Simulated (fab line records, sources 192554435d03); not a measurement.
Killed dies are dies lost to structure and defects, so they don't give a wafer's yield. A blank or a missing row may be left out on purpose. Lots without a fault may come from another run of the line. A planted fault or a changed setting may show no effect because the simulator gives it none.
Chamber matching | flow n5_finfet | N5_BEOL_M0_ALD_136 on ald_metal-02: 4 sister chambers
The step deposits TaN, pulse time 2 s, purge time 3 s, co reactant purge time 2 s. 4 wafers are shown with their chamber, then 9 later ones without.

WAFERS WITH THEIR CHAMBER
wafer  | chamber | heater_power_w (W)
L089.2 | 1       | 390
L092.2 | 0       | 448
L092.3 | 3       | 445
L092.5 | 2       | 448

WAFERS WITHOUT THEIR CHAMBER
wafer  | heater_power_w (W)
L093.1 | 449
L093.3 | 460
L093.6 | 457
L094.2 | 431
L094.3 | 442
L094.5 | 454
L096.3 | 430
L096.4 | 460
L096.5 | 457

WHICH CHAMBER EACH WENT THROUGH
wafer  | from the rows above          | in truth
L093.1 | can't be placed: 0 or 2 or 3 | 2
L093.3 | can't be placed: 0 or 2 or 3 | 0
L093.6 | can't be placed: 0 or 2 or 3 | 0
L094.2 | can't be placed: 3 or 0 or 2 | 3
L094.3 | can't be placed: 3 or 0 or 2 | 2
L094.5 | can't be placed: 0 or 2 or 3 | 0
L096.3 | can't be placed: 3 or 0 or 2 | 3
L096.4 | can't be placed: 0 or 2 or 3 | 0
L096.5 | can't be placed: 0 or 2 or 3 | 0
Placed correctly: 0 of 9. Can't be placed from these rows: 9 (the true chamber is among the candidates in 9). Placed wrongly: 0.
How it was worked out, from the rows above alone: a wafer's distance from a chamber is the root of the sum, over the readings, of the square of ((its reading less the chamber's mean) divided by the reading's scatter). The wafer belongs to the nearest chamber; if the next one is less than 2 further off, it can't be placed. A chamber's mean is the mean of its shown wafers. The scatter: with one shown wafer a chamber, the root of the mean of the squares of how far each hidden wafer lies from its nearest shown one.
